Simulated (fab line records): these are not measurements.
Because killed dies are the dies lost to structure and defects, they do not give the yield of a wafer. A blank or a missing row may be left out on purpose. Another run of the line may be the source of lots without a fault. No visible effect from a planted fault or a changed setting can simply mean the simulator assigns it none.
Which tool was responsible? + flow nand harc + Sampling: 11 lots, 32 wafers, 5 of 1302 route steps

WHAT THE GAUGES SHOWED, per wafer
NHARC_END_SORT_01.
| lot  | measured     | on        | killed at array |
|------|--------------|-----------|-----------------|
| L185 | day 29 11:46 | prober-02 | 676 674         |
| L187 | day 30 09:39 | prober-02 | 677 80 71       |
| L186 | day 30 08:52 | prober-01 | 677 63 69       |

WHAT TOOL EACH LOT RAN ON (gives the tool, then ch and the chambers of the sampled wafers, and finally the start)
| lot  | NHARC_A_CONTACT_ETCH_127             | NHARC_A_CONTACT_ETCH_91            | NHARC_A_CONTACT_ETCH_97            | NHARC_A_CONTACT_STRIP_82                      |
|------|--------------------------------------|------------------------------------|------------------------------------|-----------------------------------------------|
| L176 | har cap etch-02 ch 0,1, day 23 23:55 | rie diel-03 ch 0,1,2, day 24 01:41 | rie diel-03 ch 0,2,3, day 24 01:48 | rie diel-03 ch 1,2, no start                  |
| L177 | har cap etch-02 ch 0,1, day 24 03:26 | rie diel-02 ch 1,3, day 24 05:20   | rie diel-02 ch 1,3, day 24 05:28   | rie diel-02 ch 1,3, no start                  |
| L178 | har cap etch-03 ch 0,1, day 24 18:22 | rie diel-03 ch 1,2, day 24 20:08   | rie diel-03 ch 1,2, day 24 20:16   | rie diel-03 ch 1,2,3, no start                |
| L185 | har cap etch-01 ch 0,1, day 27 04:31 | rie diel-03 ch 0,3, day 27 06:24   | rie diel-03 ch 1,2, day 27 06:31   | rie diel-03 ch 0,2, day 29 11:46 or earlier   |
| L187 | har cap etch-03 ch 0,1, day 28 01:54 | rie diel-03 ch 0,2,3, day 28 04:14 | rie diel-03 ch 0,1,2, day 28 04:21 | rie diel-03 ch 0,2,3, day 30 09:39 or earlier |
| L186 | har cap etch-01 ch 0,1, day 28 03:48 | rie diel-03 ch 0,3, day 28 05:40   | rie diel-03 ch 0,3, day 28 05:48   | rie diel-03 ch 0,1,3, day 30 08:52 or earlier |
| L191 | har cap etch-02 ch 0,1, day 30 02:18 | rie diel-10 ch 0,3, day 30 04:10   | rie diel-10 ch 1,3, day 30 04:19   | rie diel-03 ch 0,2,3, no start                |
| L192 | har cap etch-01 ch 0,1, day 30 04:25 | rie diel-02 ch 0,3, day 30 06:16   | rie diel-02 ch 0,1,3, day 30 06:25 | rie diel-03 ch 2,3, no start                  |
| L193 | har cap etch-03 ch 0,1, day 31 06:49 | rie diel-03 ch 0,2, day 31 08:40   | rie diel-03 ch 0,1,3, day 31 08:47 | rie diel-03 ch 0,1,3, no start                |
| L195 | har cap etch-02 ch 0,1, day 31 11:47 | rie diel-02 ch 0,1,2, day 31 13:38 | rie diel-02 ch 2,3, day 31 13:44   | rie diel-10 ch 1,2, no start                  |
| L194 | har cap etch-01 ch 0,1, day 32 06:00 | rie diel-03 ch 0,3, day 32 08:03   | rie diel-03 ch 0,2,3, day 32 08:12 | rie diel-03 ch 2,3, no start                  |
- NHARC_A_CONTACT_ETCH_127: etches the open film in C4F8/O2/Ar, time 197 s, target depth 1918 nm.
- NHARC_A_CONTACT_ETCH_91: etches the open film in CH3F/O2, target depth 40 nm, time 85.7 s.
- NHARC_A_CONTACT_ETCH_97: etches the open film in C4F6/O2, target depth 20 nm, time 10 s.
- NHARC_A_CONTACT_STRIP_82: strips in O2.

THE ANSWER, worked out from the rows above alone
Rule: the usual values come from the lots themselves. The widest of any qualifying gaps counts: lots, ordered by their means at a reading, are off when they make up no more than a third of the lots, leave a main group of 4 or more, and stand apart from it by 3 or more times the standard deviation of that group's means. If all means in a main group match to the digits the tables above print for the reading, that group is not used. Also off: a lot with no number at a reading for which 4 or more lots have one. The other lots that the step has rows for count as sound.
Across all readings shown, no lot is off: no conclusion can be drawn from this.

WHAT THE SIMULATOR PUT IN
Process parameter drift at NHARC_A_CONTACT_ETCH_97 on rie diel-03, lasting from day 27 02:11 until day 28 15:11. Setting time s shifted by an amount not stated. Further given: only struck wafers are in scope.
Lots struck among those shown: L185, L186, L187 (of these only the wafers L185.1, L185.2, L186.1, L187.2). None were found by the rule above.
